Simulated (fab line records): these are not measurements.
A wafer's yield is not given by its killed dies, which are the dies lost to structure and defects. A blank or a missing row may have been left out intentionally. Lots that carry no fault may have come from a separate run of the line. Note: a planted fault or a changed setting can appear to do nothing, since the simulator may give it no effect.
Which tool was responsible? || flow nand harc || route of 1302 steps, sampled at 1 step: 12 lots, 36 wafers

== WHAT EACH GAUGE READ, for each wafer ==
NHARC_P_CONTACT_CD_MEAS_12 targets a cd of 90 nm.
{"lot": "L075", "measured": "day 6 12:10", "on": "cd sem-03", "cd nm (nm)": "90.8 89.5 90.4"}
{"lot": "L077", "measured": "day 7 03:39", "on": "cd sem-01", "cd nm (nm)": "89.7 90.6 89.6"}
{"lot": "L079", "measured": "day 8 02:21", "on": "cd sem-02", "cd nm (nm)": "89.5 90.3 88.8"}
{"lot": "L081", "measured": "day 9 00:57", "on": "cd sem-01", "cd nm (nm)": "90.3 90.8 90.0"}
{"lot": "L083", "measured": "day 9 21:14", "on": "cd sem-02", "cd nm (nm)": "91.1 90.5 90.1"}
{"lot": "L086", "measured": "day 10 19:47", "on": "cd sem-01", "cd nm (nm)": "90.1 89.2 90.2"}
{"lot": "L087", "measured": "day 11 07:26", "on": "cd sem-03", "cd nm (nm)": "90.2 90.0 90.5"}
{"lot": "L089", "measured": "day 12 10:22", "on": "cd sem-02", "cd nm (nm)": "90.0 89.4 89.9"}
{"lot": "L091", "measured": "day 13 01:59", "on": "cd sem-03", "cd nm (nm)": "90.4 89.4 89.6"}
{"lot": "L093", "measured": "day 13 12:26", "on": "cd sem-03", "cd nm (nm)": "90.7 90.9 90.4"}
{"lot": "L095", "measured": "day 14 12:50", "on": "cd sem-02", "cd nm (nm)": "89.5 89.5 89.8"}
{"lot": "L097", "measured": "day 15 12:14", "on": "cd sem-01", "cd nm (nm)": "90.5 90.0 89.8"}

== WHAT TOOL EACH LOT RAN ON (gives the tool, then ch and the chambers of the sampled wafers, and finally the start) ==
The record holds no process step before these readings.

== THE ANSWER, worked out from the rows above alone ==
Rule: usual is defined by the lots themselves. The widest of any qualifying gaps counts: lots, ordered by their means at a reading, are off when they make up no more than a third of the lots, leave a main group of 4 or more, and stand apart from it by 3 or more times the standard deviation of that group's means. If all means in a main group match to the digits the tables above print for the reading, that group is not used. Also off: a lot with no number at a reading for which 4 or more lots have one. Where the step has rows for the other lots, those lots are counted as sound.
No lot is off at any reading shown: from this, nothing can be told.

== WHAT HAD BEEN PUT IN BY THE SIMULATOR ==
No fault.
